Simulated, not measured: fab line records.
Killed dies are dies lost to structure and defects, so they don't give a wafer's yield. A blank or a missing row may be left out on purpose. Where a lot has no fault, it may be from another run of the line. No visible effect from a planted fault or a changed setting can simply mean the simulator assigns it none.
fab line records ; flow n5-finfet ; part 2 of 2: steps 6 to 6 of 6
[record] lots = 9; wafers = 27; last-day = 18
route steps=1938 shown HKMG_FIN@402 BEOL_M4@1111 PASSIVATION@1936
lots untouched by any fault: they come from a run of this same line in which no faults occurred
start-h: hours from the record's opening day to when the first of the lot's shown wafers began ; wait-h: how many hours have passed since the lot's step before this one ; " unchanged from the row above ; L1.1+2: a row that stands for several wafers ; - no value, or no start was given ; * or withheld: withheld ; < > ~ a bound
route shown NAME@n: names a module that has steps shown in the file, with the first one's number in the route ; usual: average and standard deviation across the fault-free wafers ; same: alike in all rows ; chamber/n: place in a boat ; sites: readings site by site ; _std_site: the values' standard deviation ; _edge_site: mean of outer sites minus mean of inner sites ; radius-mm: how far each site lies from the wafer's centre ; mask NAME#n: copy n ; behind: the last tool/chamber to shape the wafer ; hold: cause of the lot's hold/its duration in hours/its outcome ; device: names the non-switching transistor (n, p or np) ; end of line: the same wafers' tests at the end of the route ; a step given without rows: its recipe and nothing more ; killed: count of dies lost to structure and defects at first sort (not the wafer's yield) ; map: dies across one wafer; x = killed, . = not, _ = none there
set.NAME: the run value of the setting; set.NAME@STEP: its run value at that earlier step ; model.NAME: the simulator's own value behind a step, which no gauge read
a sample of lots followed through the steps of the route, with each step as a table and each wafer as a row
services: a tool's chamber out of use, with start hour (start-h, from the record's first day; less than 0 if before it), hours out, and reason
[[steps]]
[step N5_PASSIVATION_PROBE_49]
[usual] defect-limited-yield = 91.0/1.5; killed_at_M0_to_M3 = 35/12; killed_at_M4_up = 15/5.8; killed-at-contacts = 14/7.2; killed-at-front-end = 40/10; killed-at-other = 3/3; killed-dies = 106/18; killed-on-rim = 14/4; killed-open = 68/14; killed-short = 35/7.2; sort_bin_4_leakage = 0.00/0.0071; sort_bin_5_function = 5.2/0.96; sort_bin_6_memory = 3.3/0.69; sort_bin_8_speed = 0.00/0.022; sort-n-pass = 1074/18; sort-yield-pct = 91.0/1.5
[same] gross-dies = 1180; killed-at-back-side = 0
lot.wafer;tool;chamber;start-h;wait-h;defect-limited-yield[%];killed_at_M0_to_M3;killed_at_M4_up;killed-at-contacts;killed-at-front-end;killed-at-other;killed-dies;killed-on-rim;killed-open;killed-short;sort_bin_4_leakage[%];sort_bin_5_function[%];sort_bin_6_memory[%];sort_bin_8_speed[%];sort-n-pass;sort-yield-pct[%]
L929.4;prober-01;-;280.47;0.2;89.1;40;11;7;63;8;129;15;87;41;0;6.5;4.1;0;1051;89.1
L929.5;prober-01;-;280.52;0.2;92.9;29;9;2;40;4;84;9;47;34;0;4.3;2.5;0;1096;92.9
L929.6;prober-01;-;280.57;0.3;90.6;31;27;4;46;3;111;16;68;37;0;5.4;3.1;0;1069;90.6
L931.2;prober-02;-;288.52;0.1;90.6;40;20;5;44;2;111;13;75;34;0;4.7;4.3;0;1069;90.6
L931.4;prober-02;-;288.62;0.2;93.2;34;11;2;33;0;80;10;53;27;0;3.2;3.3;0;1100;93.2
L931.6;prober-02;-;288.72;0.3;93.3;41;11;4;22;1;79;10;55;24;42.71;3.5;2.9;0;597;50.6
L932.4;prober-01;-;293.27;0.3;90.5;47;8;17;38;2;112;12;64;40;0;5.2;3.2;0;1068;90.5
L932.5;prober-01;-;293.32;0.3;89.8;47;5;23;44;1;120;13;66;42;0;5.0;3.8;0;1060;89.8
L932.6;prober-01;-;293.37;0.4;89.9;61;7;9;37;5;119;12;65;50;0;5.4;4.3;0;1061;89.9
L944.1;prober-02;-;378.05;0.0;91.8;46;13;4;31;3;97;13;58;36;0;5.1;2.9;0;1083;91.8
L944.3;prober-02;-;378.15;0.1;92.9;34;9;3;38;0;84;12;43;38;0;3.9;2.8;0;1096;92.9
L944.4;prober-02;-;378.20;0.2;92.6;43;10;5;25;4;87;13;50;37;0;4.9;2.3;0;1093;92.6
L945.1;prober-02;-;381.40;0.0;90.8;29;17;12;48;3;109;16;64;39;0;5.4;3.2;0;1071;90.8
L945.3;prober-02;-;381.50;0.1;90.3;42;14;19;35;4;114;13;71;40;0;5.8;3.1;0;1066;90.3
L945.6;prober-02;-;381.65;0.3;87.6;60;14;13;59;0;146;22;85;48;0;6.3;4.9;0;1034;87.6
L946.1;prober-02;-;385.75;0.0;89.5;37;26;19;38;4;124;11;80;41;0;6.4;4.0;0;1056;89.5
L946.3;prober-02;-;385.85;0.1;90.3;36;14;17;47;0;114;13;68;40;0;5.5;3.1;0.25;1063;90.1
L946.6;prober-02;-;386.00;0.3;89.7;39;21;10;51;0;121;11;85;28;0;5.3;4.2;0;1059;89.7
L949.1;prober-02;-;413.96;0.3;89.7;31;19;17;52;2;121;14;82;38;0;6.2;3.7;0;1059;89.7
L949.3;prober-02;-;414.06;0.4;91.1;14;21;20;45;5;105;11;67;34;0;5.3;3.1;0;1075;91.1
L949.4;prober-02;-;414.11;0.5;89.4;26;13;30;51;5;125;18;83;40;0;5.8;4.3;0;1055;89.4
L948.1;prober-02;-;415.29;0.0;92.2;24;11;11;45;1;92;8;54;37;0;4.9;2.4;0;1088;92.2
L948.2;prober-02;-;415.34;0.1;92.2;15;12;14;48;3;92;14;64;23;0;4.6;2.9;0;1088;92.2
L948.5;prober-02;-;415.49;0.2;93.5;22;12;12;29;2;77;8;48;28;0;4.2;2.3;0;1103;93.5
L950.1;prober-02;-;424.96;0.0;91.7;23;7;10;43;15;98;9;65;33;0;4.9;3.1;0;1082;91.7
L950.2;prober-02;-;425.01;0.1;88.8;32;18;11;62;9;132;16;96;35;0;7.1;3.9;0;1048;88.8
L950.5;prober-02;-;425.16;0.2;88.6;37;15;9;62;11;134;23;89;43;0;6.4;4.5;0;1046;88.6
// killed by level:class
L929.4 FIN_SAQP:geometric-particle:open=25 BEOL_M0_SAQP:geometric-particle:open=15 STI_FIN_REVEAL:geometric-particle:open=14 BEOL_M0_SAQP:geometric-particle:short=9 FIN_SAQP:geometric-particle:short=8 MOL_CONTACT_COAG:geometric-particle:open=6 BEOL_M0:geometric-particle:open=5 BEOL_M1:geometric-particle:short=5
L929.5 FIN_SAQP:geometric-particle:open=11 FIN_SAQP:geometric-particle:short=8 BEOL_M0_SAQP:geometric-particle:open=7 DUMMY_GATE:geometric-particle:open=4 BEOL_M0_SAQP:geometric-particle:short=4 BEOL_M2:geometric-particle:open=4 BEOL_M4:geometric-particle:short=4 STARTING-WAFER:geometric-particle:short=4
L929.6 BEOL_M4:geometric-particle:open=18 STI_FIN_REVEAL:geometric-particle:open=14 BEOL_M0_SAQP:geometric-particle:short=11 BEOL_M0_SAQP:geometric-particle:open=8 FIN_SAQP:geometric-particle:short=7 BEOL_M4:geometric-particle:short=7 HKMG_FIN:area-etch=6 FIN_SAQP:geometric-particle:open=4
L931.2 BEOL_M4:geometric-particle:open=17 FIN_SAQP:geometric-particle:open=9 BEOL_M3:geometric-particle:open=9 BEOL_M0_SAQP:geometric-particle:open=7 BEOL_M1:geometric-particle:short=7 STI_FIN_REVEAL:geometric-particle:open=6 DUMMY_GATE:geometric-particle:open=5 ILD0:geometric-particle:open=5
L931.4 BEOL_M3:geometric-particle:open=16 BEOL_M4:geometric-particle:open=8 FIN_SAQP:geometric-particle:open=5 ILD0:geometric-particle:short=5 GATE_CUT:geometric-particle:open=4 BEOL_M0_SAQP:geometric-particle:short=4 BEOL_M0_SAQP:geometric-particle:open=4 STARTING-WAFER:geometric-particle:short=4
L931.6 BEOL_M0_SAQP:geometric-particle:short=10 BEOL_M2:geometric-particle:open=10 BEOL_M0_SAQP:geometric-particle:open=9 BEOL_M3:geometric-particle:open=5 FIN_SAQP:geometric-particle:open=4 STI_FIN_REVEAL:geometric-particle:open=4 MOL_CONTACT_COAG:geometric-particle:open=4 BEOL_M4:geometric-particle:open=4
L932.4 BEOL_M0_SAQP:geometric-particle:open=16 BEOL_M0_SAQP:geometric-particle:short=15 MOL_CONTACT_COAG:geometric-particle:open=12 FIN_SAQP:geometric-particle:open=7 HKMG_FIN:area-etch=7 FIN_SAQP:geometric-particle:short=6 MOL_CONTACT_COAG:geometric-particle:short=5 STARTING-WAFER:geometric-particle:open=5
L932.5 MOL_CONTACT_COAG:geometric-particle:open=20 BEOL_M0_SAQP:geometric-particle:open=17 BEOL_M0_SAQP:geometric-particle:short=17 HKMG_FIN:area-etch=9 DUMMY_GATE:geometric-particle:open=6 FIN_SAQP:geometric-particle:open=5 DUMMY_GATE:geometric-particle:short=5 FIN_SAQP:geometric-particle:short=4
L932.6 BEOL_M0_SAQP:geometric-particle:open=17 BEOL_M0_SAQP:geometric-particle:short=13 FIN_SAQP:geometric-particle:short=9 BEOL_M2:geometric-particle:open=9 MOL_CONTACT_COAG:geometric-particle:open=7 BEOL_M1:geometric-particle:open=7 ILD0:geometric-particle:short=5 BEOL_M2:geometric-particle:short=5
L944.1 BEOL_M1:geometric-particle:open=11 BEOL_M3:geometric-particle:open=11 BEOL_M0_SAQP:geometric-particle:short=9 BEOL_M0_SAQP:geometric-particle:open=5 FIN_SAQP:geometric-particle:open=4 MOL_CONTACT_COAG:geometric-particle:open=4 BEOL_M4:geometric-particle:open=4 STARTING-WAFER:geometric-particle:open=4
L944.3 FIN_SAQP:geometric-particle:short=13 FIN_SAQP:geometric-particle:open=10 BEOL_M0_SAQP:geometric-particle:short=9 BEOL_M3:geometric-particle:open=9 BEOL_M1:geometric-particle:open=4 STARTING-WAFER:geometric-particle:short=4 ILD0:geometric-particle:short=3 GATE_CUT:geometric-particle:short=3
L944.4 FIN_SAQP:geometric-particle:short=11 BEOL_M3:geometric-particle:open=10 BEOL_M0_SAQP:geometric-particle:open=8 BEOL_M0_SAQP:geometric-particle:short=7 BEOL_M1:geometric-particle:open=7 MOL_CONTACT_COAG:geometric-particle:open=5 GATE_CUT:geometric-particle:short=4 BEOL_M0:geometric-particle:short=4
L945.1 FIN_SAQP:geometric-particle:open=11 BEOL_M0_SAQP:geometric-particle:short=11 MOL_CONTACT_COAG:geometric-particle:open=10 BEOL_M0_SAQP:geometric-particle:open=9 BEOL_M4:geometric-particle:open=7 STI_FIN_REVEAL:geometric-particle:open=7 GATE_CUT:geometric-particle:short=6 GATE_CUT:geometric-particle:open=5
L945.3 BEOL_M0_SAQP:geometric-particle:open=16 MOL_CONTACT_COAG:geometric-particle:open=14 BEOL_M0_SAQP:geometric-particle:short=12 BEOL_M1:geometric-particle:open=9 BEOL_M4:geometric-particle:open=9 FIN_SAQP:geometric-particle:short=7 FIN_SAQP:geometric-particle:open=5 STI_FIN_REVEAL:geometric-particle:open=4
L945.6 BEOL_M0_SAQP:geometric-particle:short=18 BEOL_M0_SAQP:geometric-particle:open=17 FIN_SAQP:geometric-particle:open=15 MOL_CONTACT_COAG:geometric-particle:open=9 BEOL_M4:geometric-particle:open=9 STI_FIN_REVEAL:geometric-particle:open=8 BEOL_M2:geometric-particle:open=7 HKMG_FIN:area-etch=7
L946.1 MOL_CONTACT_COAG:geometric-particle:open=12 BEOL_M4:geometric-particle:open=12 FIN_SAQP:geometric-particle:short=9 FIN_SAQP:geometric-particle:open=9 BEOL_M3:geometric-particle:open=8 MOL_CONTACT_COAG:geometric-particle:short=7 BEOL_M2:geometric-particle:open=7 STI_FIN_REVEAL:geometric-particle:open=6
L946.3 MOL_CONTACT_COAG:geometric-particle:open=16 BEOL_M0_SAQP:geometric-particle:short=14 FIN_SAQP:geometric-particle:short=10 FIN_SAQP:geometric-particle:open=10 BEOL_M2:geometric-particle:open=10 GATE_CUT:geometric-particle:short=9 STI_FIN_REVEAL:geometric-particle:open=7 BEOL_M4:geometric-particle:open=6
L946.6 FIN_SAQP:geometric-particle:open=21 BEOL_M4:geometric-particle:open=15 BEOL_M2:geometric-particle:open=10 STI_FIN_REVEAL:geometric-particle:open=8 MOL_CONTACT_COAG:geometric-particle:open=8 BEOL_M0_SAQP:geometric-particle:open=8 BEOL_M0_SAQP:geometric-particle:short=8 FIN_SAQP:geometric-particle:short=7
L949.1 MOL_CONTACT_COAG:geometric-particle:open=16 STI_FIN_REVEAL:geometric-particle:open=12 BEOL_M0_SAQP:geometric-particle:short=10 FIN_SAQP:geometric-particle:open=9 FIN_SAQP:geometric-particle:short=9 BEOL_M0_SAQP:geometric-particle:open=9 DUMMY_GATE:geometric-particle:open=5 STARTING-WAFER:geometric-particle:open=5
L949.3 MOL_CONTACT_COAG:geometric-particle:open=17 STI_FIN_REVEAL:geometric-particle:open=15 BEOL_M4:geometric-particle:open=11 BEOL_M4:geometric-particle:short=5 FIN_SAQP:geometric-particle:open=4 STI_FIN_REVEAL:geometric-particle:short=4 GATE_CUT:geometric-particle:short=4 BEOL_M0_SAQP:geometric-particle:short=4
L949.4 MOL_CONTACT_COAG:geometric-particle:open=20 STI_FIN_REVEAL:geometric-particle:open=16 BEOL_M0_SAQP:geometric-particle:open=12 MOL_CONTACT_COAG:geometric-particle:short=10 BEOL_M0_SAQP:geometric-particle:short=8 BEOL_M4:geometric-particle:open=7 FIN_SAQP:geometric-particle:open=5 DUMMY_GATE:geometric-particle:open=5
L948.1 FIN_SAQP:geometric-particle:short=14 BEOL_M0_SAQP:geometric-particle:open=9 DUMMY_GATE:geometric-particle:open=8 MOL_CONTACT_COAG:geometric-particle:open=8 FIN_SAQP:geometric-particle:open=5 BEOL_M5:geometric-particle:open=5 GATE_CUT:geometric-particle:short=4 BEOL_M0_SAQP:geometric-particle:short=4
L948.2 MOL_CONTACT_COAG:geometric-particle:open=11 FIN_SAQP:geometric-particle:open=10 FIN_SAQP:geometric-particle:short=8 STI_FIN_REVEAL:geometric-particle:open=8 DUMMY_GATE:geometric-particle:open=5 BEOL_M3:geometric-particle:open=5 BEOL_M5:geometric-particle:open=5 BEOL_M8:geometric-particle:open=4
L948.5 MOL_CONTACT_COAG:geometric-particle:open=10 BEOL_M0_SAQP:geometric-particle:short=10 STI_FIN_REVEAL:geometric-particle:open=9 BEOL_M0_SAQP:geometric-particle:open=5 BEOL_M5:geometric-particle:open=5 FIN_SAQP:geometric-particle:open=4 FIN_SAQP:geometric-particle:short=4 BEOL_M4:geometric-particle:open=4
L950.1 STI_FIN_REVEAL:geometric-particle:open=11 MOL_CONTACT_COAG:geometric-particle:open=8 FIN_SAQP:geometric-particle:short=7 FIN_SAQP:geometric-particle:open=6 GATE_CUT:geometric-particle:short=5 BEOL_M0_SAQP:geometric-particle:open=5 BEOL_M2:geometric-particle:open=5 GATE_CUT:geometric-particle:open=3
L950.2 STI_FIN_REVEAL:geometric-particle:open=18 FIN_SAQP:geometric-particle:open=12 BEOL_M4:geometric-particle:open=11 BEOL_M2:geometric-particle:open=10 BEOL_M0_SAQP:geometric-particle:open=9 MOL_CONTACT_COAG:geometric-particle:open=9 BEOL_M0_SAQP:geometric-particle:short=7 FIN_SAQP:geometric-particle:short=5
L950.5 STI_FIN_REVEAL:geometric-particle:open=19 BEOL_M3:geometric-particle:open=10 BEOL_M2:geometric-particle:open=9 FIN_SAQP:geometric-particle:short=8 BEOL_M4:geometric-particle:open=8 BEOL_M0_SAQP:geometric-particle:open=8 FIN_SAQP:geometric-particle:open=7 GATE_CUT:geometric-particle:short=6
[[services]]
tool;chamber;start-h;hours;kind
ald-metal-03;3;71.79;10.1;repair
rie-diel-01;3;95.39;-;clean
rie-diel-01;3;95.39;-;consumable-replace:focus-ring
rie-diel-01;3;95.39;21.6;scheduled-down
rie-diel-01;3;95.39;21.6;vent-cycle
ald-metal-01;3;122.01;6.1;repair
rie-diel-01;0;127.32;-;clean
rie-diel-01;0;127.32;-;consumable-replace:focus-ring
rie-diel-01;0;127.32;-;consumable-replace:showerhead
rie-diel-01;0;127.32;22.1;scheduled-down
rie-diel-01;0;127.32;22.1;vent-cycle
ald-metal-01;-;158.04;6.0;pm
ald-metal-04;-;165.34;8.7;pm
ald-metal-01;2;166.55;6.6;repair
rie-diel-05;2;174.17;-;clean
rie-diel-05;2;174.17;-;consumable-replace:focus-ring
rie-diel-05;2;174.17;18.4;scheduled-down
rie-diel-05;2;174.17;18.4;vent-cycle
rie-diel-05;0;193.08;-;clean
rie-diel-05;0;193.08;-;consumable-replace:focus-ring
rie-diel-05;0;193.08;30.1;scheduled-down
rie-diel-05;0;193.08;30.1;vent-cycle
rie-diel-02;-;195.44;3.7;repair
ald-metal-04;-;211.70;28.1;pm
[[key]]
[first-sign] step = N5_HKMG_FIN_ALD_36; reading = ald-cycles; direction = up; sigmas = 99+; usual = *; struck = *
[effect] step = N5_BEOL_M4_RC_MEAS_101; reading = IOFF_P_LIN; direction = up; sigmas = 16; usual = 0.098; struck = 0.301
[effect] step = N5_BEOL_M4_RC_MEAS_101; reading = IOFF_P_LONG; direction = up; sigmas = 13; usual = 0.000103; struck = 0.000221
[effect] step = N5_BEOL_M4_RC_MEAS_101; reading = IOFF_P; direction = up; sigmas = 13; usual = 0.21; struck = 0.66
[effect] step = N5_BEOL_M4_RC_MEAS_101; reading = VT_P_LVT; direction = up; sigmas = 12; usual = -99.0; struck = -64.2
[effect] step = N5_BEOL_M4_RC_MEAS_101; reading = IOFF_P_85C; direction = up; sigmas = 12; usual = 3.6; struck = 9.6
[effect] step = N5_BEOL_M4_RC_MEAS_101; reading = VT_P_LONG; direction = up; sigmas = 10; usual = -276.1; struck = -250.8
[effect] step = N5_BEOL_M4_RC_MEAS_101; reading = VT_P; direction = up; sigmas = 10; usual = -251; struck = -218
[effect] step = N5_BEOL_M4_RC_MEAS_101; reading = ION_P; direction = up; sigmas = 7.7; usual = 463; struck = 519
[effect] step = N5_PASSIVATION_PROBE_49; reading = sort_bin_4_leakage; direction = up; sigmas = 99+; usual = 0.00; struck = 42.71
met-at N5_HKMG_FIN_ALD_36
struck-lots L931
struck-wafers L931.6
not-acting-at N5_HKMG_FIN_ETCH_54,N5_HKMG_FIN_PWFM_ALD_03,N5_HKMG_FIN_CD_MEAS_12
onset-between 88.52 96.86
[fault] kind = process-parameter-drift; tool = ald-metal-01; chamber = -; onset-h = 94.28; steps = N5_HKMG_FIN_ALD_36; channel = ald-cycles; offset = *; shape = step; end-h = 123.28; scope = struck-wafers-only; acts-in = *; stated = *
